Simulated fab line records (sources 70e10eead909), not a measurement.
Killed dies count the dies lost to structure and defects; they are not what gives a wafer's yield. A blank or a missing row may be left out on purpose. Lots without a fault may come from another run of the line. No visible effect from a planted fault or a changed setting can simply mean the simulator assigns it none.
Chamber matching    flow nand harc    4 sister chambers for NHARC_P_BONDPAD_CMP_19 on cmp-01
The step polishes, t overpolish 30 s, cu recess touch 16 s, target thk 160.81 nm. 7 wafers are shown with their chamber, then 8 later ones without.

EACH WAFER AND ITS CHAMBER
wafer   chamber  motor current A (A)  overpolish run s (s)
L225.1  1        14.7                 30.000
L225.4  2        10.6                 29.998
L225.5  2        10.1                 30.009
L233.2  3        12.1                 29.992
L233.4  1        15.0                 30.004
L233.5  3        12.6                 30.006
L234.3  0        11.8                 30.021

WAFERS WITHOUT THEIR CHAMBER
wafer   motor current A (A)  overpolish run s (s)
L234.4  10.2                 29.999
L234.6  9.4                  30.009
L235.2  12.2                 29.998
L235.4  12.2                 30.013
L235.6  11.9                 29.994
L240.2  14.2                 29.986
L240.5  14.1                 29.994
L240.6  11.8                 30.009

EACH ONE'S CHAMBER
wafer   from the rows above      in truth
L234.4  2                        2
L234.6  2                        2
L235.2  3                        3
L235.4  can't be placed: 0 or 3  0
L235.6  3                        3
L240.2  1                        1
L240.5  1                        1
L240.6  can't be placed: 0 or 3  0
6 of 8 placed correctly. Cannot be placed on the basis of these rows: 2; the candidates contain the true chamber in 2. Wrongly placed: 0.
How it was worked out, from the rows above alone: a wafer's distance from a chamber is the root of the sum, over the readings, of the square of ((its reading less the chamber's mean) divided by the reading's scatter). The wafer belongs to the nearest chamber; if the next one is less than 2 further off, it can't be placed. A chamber's mean is the mean of its shown wafers. The scatter is the square root of a quotient: the sum, over the shown wafers, of each reading's squared deviation from its chamber's mean, divided by wafers minus chambers.
